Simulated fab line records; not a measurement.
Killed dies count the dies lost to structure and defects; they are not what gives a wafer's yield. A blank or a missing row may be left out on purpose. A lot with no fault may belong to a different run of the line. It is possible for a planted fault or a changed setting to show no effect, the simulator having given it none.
What tool caused it? || flow n5 finfet || 31 wafers from 11 lots sampled at 6 of the route's 1938 steps

## WHAT THE GAUGES SHOWED, per wafer
N5_BEOL_M8_OCD_MEAS_38. Usual: trench depth nm reads 93.1 nm (standard deviation 2.5).
{"lot": "L496", "measured": "day 15 07:09", "on": "ocd-02", "trench depth nm (nm)": "96.1 90.8 90.4", "flag": ""}
{"lot": "L499", "measured": "day 15 13:05", "on": "ocd-01", "trench depth nm (nm)": "98.3 97.8 94.3", "flag": ""}
{"lot": "L498", "measured": "day 16 12:33", "on": "ocd-02", "trench depth nm (nm)": "94.6 93.1 95.3", "flag": ""}
{"lot": "L495", "measured": "day 16 21:59", "on": "ocd-01", "trench depth nm (nm)": "90.0 89.7 94.8", "flag": ""}
{"lot": "L508", "measured": "day 19 05:41", "on": "ocd-02", "trench depth nm (nm)": "89.7 88.9 89.8", "flag": ""}
{"lot": "L507", "measured": "day 19 09:38", "on": "ocd-01", "trench depth nm (nm)": "89.3 88.8 95.1", "flag": ""}
{"lot": "L509", "measured": "day 19 16:15", "on": "ocd-01", "trench depth nm (nm)": "94.0 89.6 90.9", "flag": ""}
{"lot": "L510", "measured": "day 19 18:28", "on": "ocd-01", "trench depth nm (nm)": "94.3 88.7 89.2", "flag": ""}
{"lot": "L514", "measured": "day 20 17:13", "on": "ocd-01", "trench depth nm (nm)": "93.0 92.9", "flag": ""}
{"lot": "L516", "measured": "day 20 18:48", "on": "ocd-02", "trench depth nm (nm)": "94.3 94.0 91.3", "flag": ""}
{"lot": "L515", "measured": "day 21 12:47", "on": "ocd-01", "trench depth nm (nm)": "94.0 92.5", "flag": ""}

N5_BEOL_M8_THK_MEAS_53: measures by xrf. Usual: M8_THK typically reads 78.0 nm, with standard deviation 2.8.
{"lot": "L496", "measured": "day 15 09:15", "on": "film metro-02", "M8_THK (nm)": "81.0 76.0 75.2", "flag": ""}
{"lot": "L499", "measured": "day 15 16:31", "on": "film metro-01", "M8_THK (nm)": "83.6 81.8 79.0", "flag": ""}
{"lot": "L498", "measured": "day 16 15:01", "on": "film metro-02", "M8_THK (nm)": "80.4 79.5 80.9", "flag": ""}
{"lot": "L495", "measured": "day 17 00:37", "on": "film metro-01", "M8_THK (nm)": "75.9 75.7 80.4", "flag": ""}
{"lot": "L508", "measured": "day 19 10:21", "on": "film metro-02", "M8_THK (nm)": "73.7 74.8 73.2", "flag": ""}
{"lot": "L507", "measured": "day 19 12:05", "on": "film metro-01", "M8_THK (nm)": "76.4 76.4 78.3", "flag": ""}
{"lot": "L509", "measured": "day 19 19:48", "on": "film metro-01", "M8_THK (nm)": "78.8 74.8 75.6", "flag": ""}
{"lot": "L510", "measured": "day 19 21:17", "on": "film metro-02", "M8_THK (nm)": "75.6 73.2 73.8", "flag": ""}
{"lot": "L514", "measured": "day 20 20:34", "on": "film metro-02", "M8_THK (nm)": "79.2 78.6", "flag": ""}
{"lot": "L516", "measured": "day 20 21:23", "on": "film metro-02", "M8_THK (nm)": "77.0 76.8 75.1", "flag": ""}
{"lot": "L515", "measured": "day 21 16:39", "on": "film metro-01", "M8_THK (nm)": "75.8 78.7", "flag": ""}

N5_BEOL_M8_INSPECT_58: inspects for defects (darkfield). Usual: raw defect count reads 69 (standard deviation 24).
{"lot": "L496", "measured": "day 15 09:25", "on": "defect inspect-01", "raw defect count": "138 131 52", "flag": ""}
{"lot": "L499", "measured": "day 15 16:41", "on": "defect inspect-01", "raw defect count": "35 62 89", "flag": ""}
{"lot": "L498", "measured": "day 16 15:10", "on": "defect inspect-02", "raw defect count": "107 83 73", "flag": ""}
{"lot": "L495", "measured": "day 17 00:46", "on": "defect inspect-01", "raw defect count": "101 73 57", "flag": ""}
{"lot": "L508", "measured": "day 19 10:32", "on": "defect inspect-02", "raw defect count": "840 878 902", "flag": "OFF"}
{"lot": "L507", "measured": "day 19 12:16", "on": "defect inspect-02", "raw defect count": "848 790 816", "flag": "OFF"}
{"lot": "L509", "measured": "day 19 19:58", "on": "defect inspect-02", "raw defect count": "56 27 48", "flag": ""}
{"lot": "L510", "measured": "day 19 21:26", "on": "defect inspect-01", "raw defect count": "67 57 103", "flag": ""}
{"lot": "L514", "measured": "day 20 20:43", "on": "defect inspect-02", "raw defect count": "78 105", "flag": ""}
{"lot": "L516", "measured": "day 20 21:32", "on": "defect inspect-01", "raw defect count": "95 58 64", "flag": ""}
{"lot": "L515", "measured": "day 21 16:49", "on": "defect inspect-02", "raw defect count": "45 38", "flag": ""}

N5_BEOL_M9_INSPECT_13: inspects for defects (brightfield). Usual: raw defect count reads 411 (standard deviation 98).
{"lot": "L496", "measured": "day 15 11:52", "on": "defect inspect-02", "raw defect count": "357 438 393", "flag": ""}
{"lot": "L499", "measured": "day 15 19:03", "on": "defect inspect-02", "raw defect count": "485 443 520", "flag": ""}
{"lot": "L498", "measured": "day 16 16:51", "on": "defect inspect-02", "raw defect count": "385 411 248", "flag": ""}
{"lot": "L495", "measured": "day 17 02:44", "on": "defect inspect-01", "raw defect count": "404 355 364", "flag": ""}
{"lot": "L508", "measured": "day 19 16:09", "on": "defect inspect-02", "raw defect count": "1085 1202 1183", "flag": "OFF"}
{"lot": "L507", "measured": "day 19 17:11", "on": "defect inspect-02", "raw defect count": "1219 1078 1265", "flag": "OFF"}
{"lot": "L509", "measured": "day 19 21:16", "on": "defect inspect-01", "raw defect count": "770 573 503", "flag": ""}
{"lot": "L510", "measured": "day 20 01:01", "on": "defect inspect-01", "raw defect count": "502 440 423", "flag": ""}
{"lot": "L514", "measured": "day 20 23:23", "on": "defect inspect-01", "raw defect count": "558 502", "flag": ""}
{"lot": "L516", "measured": "day 20 23:43", "on": "defect inspect-01", "raw defect count": "448 430 524", "flag": ""}
{"lot": "L515", "measured": "day 21 20:31", "on": "defect inspect-02", "raw defect count": "202 204", "flag": ""}

## TOOL THAT RAN EACH LOT (tool first, then ch and the chambers of the sampled wafers, then the start)
{"lot": "L496", "N5_BEOL_M8_ALD_77": "ald metal-02 ch 0,3, day 15 07:50", "N5_BEOL_M8_DEP_56": "pecvd-01 ch 0,1, day 15 09:19"}
{"lot": "L499", "N5_BEOL_M8_ALD_77": "ald metal-02 ch 0,3, day 15 14:26", "N5_BEOL_M8_DEP_56": "pecvd-04 ch 0,1,2, day 15 16:35"}
{"lot": "L498", "N5_BEOL_M8_ALD_77": "ald metal-02 ch 1,3, day 16 13:23", "N5_BEOL_M8_DEP_56": "pecvd-04 ch 0,2, day 16 15:04"}
{"lot": "L495", "N5_BEOL_M8_ALD_77": "ald metal-03 ch 0,1,2, day 16 22:57", "N5_BEOL_M8_DEP_56": "pecvd-04 ch 0,2, day 17 00:40"}
{"lot": "L508", "N5_BEOL_M8_ALD_77": "ald metal-04 ch 0,2, day 19 08:32", "N5_BEOL_M8_DEP_56": "pecvd-02 ch 1,2, day 19 10:25"}
{"lot": "L507", "N5_BEOL_M8_ALD_77": "ald metal-04 ch 0,1,2, day 19 10:36", "N5_BEOL_M8_DEP_56": "pecvd-02 ch 1,2, day 19 12:09"}
{"lot": "L509", "N5_BEOL_M8_ALD_77": "ald metal-03 ch 1,3, day 19 17:17", "N5_BEOL_M8_DEP_56": "pecvd-04 ch 1,2, day 19 19:52"}
{"lot": "L510", "N5_BEOL_M8_ALD_77": "ald metal-04 ch 0,1, day 19 19:46", "N5_BEOL_M8_DEP_56": "pecvd-04 ch 0,2, day 19 21:20"}
{"lot": "L514", "N5_BEOL_M8_ALD_77": "ald metal-02 ch 0,2, day 20 18:14", "N5_BEOL_M8_DEP_56": "pecvd-04 ch 2, day 20 20:37"}
{"lot": "L516", "N5_BEOL_M8_ALD_77": "ald metal-02 ch 0,1, day 20 19:30", "N5_BEOL_M8_DEP_56": "pecvd-04 ch 0,1,2, day 20 21:28"}
{"lot": "L515", "N5_BEOL_M8_ALD_77": "ald metal-03 ch 0,3, day 21 13:49", "N5_BEOL_M8_DEP_56": "pecvd-04 ch 0,2, day 21 16:44"}
- N5_BEOL_M8_ALD_77: deposits TaN, target thk 2 nm, pulse time 2 s, purge time 3 s.
- N5_BEOL_M8_DEP_56: deposits SiCN from 3MS/NH3, target thk 10 nm, time 17.5 s.

## WHAT THE TOOLS THEMSELVES READ (means of the sampled wafers that have a number; where no wafer has one, the mark that the record gives instead)
N5_BEOL_M8_ALD_77. Usual: chamber pressure Torr 3.001 Torr, standard deviation 0.0067; heater power w 387 W, standard deviation 29; precursor vessel temp c 74.97 C, standard deviation 0.13.
{"lot": "L496", "tool": "ald metal-02", "chamber pressure Torr (Torr)": 3.008, "heater power w (W)": 415, "precursor vessel temp c (C)": 75.08, "flag": ""}
{"lot": "L499", "tool": "ald metal-02", "chamber pressure Torr (Torr)": 3.006, "heater power w (W)": 412, "precursor vessel temp c (C)": 75.09, "flag": ""}
{"lot": "L498", "tool": "ald metal-02", "chamber pressure Torr (Torr)": 2.994, "heater power w (W)": 400, "precursor vessel temp c (C)": 74.96, "flag": ""}
{"lot": "L495", "tool": "ald metal-03", "chamber pressure Torr (Torr)": 2.997, "heater power w (W)": 396, "precursor vessel temp c (C)": 74.97, "flag": ""}
{"lot": "L508", "tool": "ald metal-04", "chamber pressure Torr (Torr)": 2.998, "heater power w (W)": 349, "precursor vessel temp c (C)": 75.11, "flag": ""}
{"lot": "L507", "tool": "ald metal-04", "chamber pressure Torr (Torr)": 3.001, "heater power w (W)": 363, "precursor vessel temp c (C)": 74.93, "flag": ""}
{"lot": "L509", "tool": "ald metal-03", "chamber pressure Torr (Torr)": 3.001, "heater power w (W)": 388, "precursor vessel temp c (C)": 74.80, "flag": ""}
{"lot": "L510", "tool": "ald metal-04", "chamber pressure Torr (Torr)": 3.008, "heater power w (W)": 358, "precursor vessel temp c (C)": 74.81, "flag": ""}
{"lot": "L514", "tool": "ald metal-02", "chamber pressure Torr (Torr)": 3.003, "heater power w (W)": 396, "precursor vessel temp c (C)": 75.15, "flag": ""}
{"lot": "L516", "tool": "ald metal-02", "chamber pressure Torr (Torr)": 3.007, "heater power w (W)": 392, "precursor vessel temp c (C)": 74.80, "flag": ""}
{"lot": "L515", "tool": "ald metal-03", "chamber pressure Torr (Torr)": 2.997, "heater power w (W)": 404, "precursor vessel temp c (C)": 74.97, "flag": ""}

N5_BEOL_M8_DEP_56. Usual: chamber pressure Torr 3.001 Torr, standard deviation 0.0067; showerhead plenum p Torr 3.667 Torr, standard deviation 0.014; throttle valve pct 8.8 %, standard deviation 0.42.
{"lot": "L496", "tool": "pecvd-01", "chamber pressure Torr (Torr)": 3.002, "showerhead plenum p Torr (Torr)": 3.676, "throttle valve pct (%)": 9.2, "flag": ""}
{"lot": "L499", "tool": "pecvd-04", "chamber pressure Torr (Torr)": 3.003, "showerhead plenum p Torr (Torr)": 3.665, "throttle valve pct (%)": 8.8, "flag": ""}
{"lot": "L498", "tool": "pecvd-04", "chamber pressure Torr (Torr)": 3.003, "showerhead plenum p Torr (Torr)": 3.664, "throttle valve pct (%)": 8.4, "flag": ""}
{"lot": "L495", "tool": "pecvd-04", "chamber pressure Torr (Torr)": 3.002, "showerhead plenum p Torr (Torr)": 3.666, "throttle valve pct (%)": 8.5, "flag": ""}
{"lot": "L508", "tool": "pecvd-02", "chamber pressure Torr (Torr)": 3.000, "showerhead plenum p Torr (Torr)": 3.659, "throttle valve pct (%)": 8.5, "flag": ""}
{"lot": "L507", "tool": "pecvd-02", "chamber pressure Torr (Torr)": 2.993, "showerhead plenum p Torr (Torr)": 3.653, "throttle valve pct (%)": 8.8, "flag": ""}
{"lot": "L509", "tool": "pecvd-04", "chamber pressure Torr (Torr)": 3.000, "showerhead plenum p Torr (Torr)": 3.654, "throttle valve pct (%)": 8.9, "flag": ""}
{"lot": "L510", "tool": "pecvd-04", "chamber pressure Torr (Torr)": 3.005, "showerhead plenum p Torr (Torr)": 3.664, "throttle valve pct (%)": 8.5, "flag": ""}
{"lot": "L514", "tool": "pecvd-04", "chamber pressure Torr (Torr)": 3.003, "showerhead plenum p Torr (Torr)": 3.654, "throttle valve pct (%)": 8.7, "flag": ""}
{"lot": "L516", "tool": "pecvd-04", "chamber pressure Torr (Torr)": 3.002, "showerhead plenum p Torr (Torr)": 3.662, "throttle valve pct (%)": 8.7, "flag": ""}
{"lot": "L515", "tool": "pecvd-04", "chamber pressure Torr (Torr)": 3.007, "showerhead plenum p Torr (Torr)": 3.659, "throttle valve pct (%)": 8.5, "flag": ""}

## THE ANSWER, worked out from the rows above alone
Rule: a lot counts as off when the mean over its wafers that have a number is more than 3 standard deviations away from the usual mean. A lot without any number at a reading at which 4 lots or more have one is off too. Where the step has rows for the other lots, those lots are counted as sound. The gauges are gone through in route order, then the tools' own readings, and for those a lot's mean is taken as printed above. At the first step where some lot is off, the reading lying furthest off is the one used; lots without a number count as furthest.
Off at N5_BEOL_M8_INSPECT_58 (raw defect count): L508, L507.
If a tool, at a process step before that reading, ran all the lots that are off and no sound lot after the first of them, it fits. Gauges at N5_BEOL_M8_INSPECT_58: tried the same way as those tools. One fits: pecvd-02 at N5_BEOL_M8_DEP_56. It ran no sound lot before its first lot that is off in this sample, so the start can't be narrowed down.

## WHAT THE SIMULATOR PUT IN
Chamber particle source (pecvd-02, N5_BEOL_M8_DEP_56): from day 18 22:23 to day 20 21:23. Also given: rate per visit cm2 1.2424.
Struck lots among those shown: L508, L507. Same finding as the rule above.
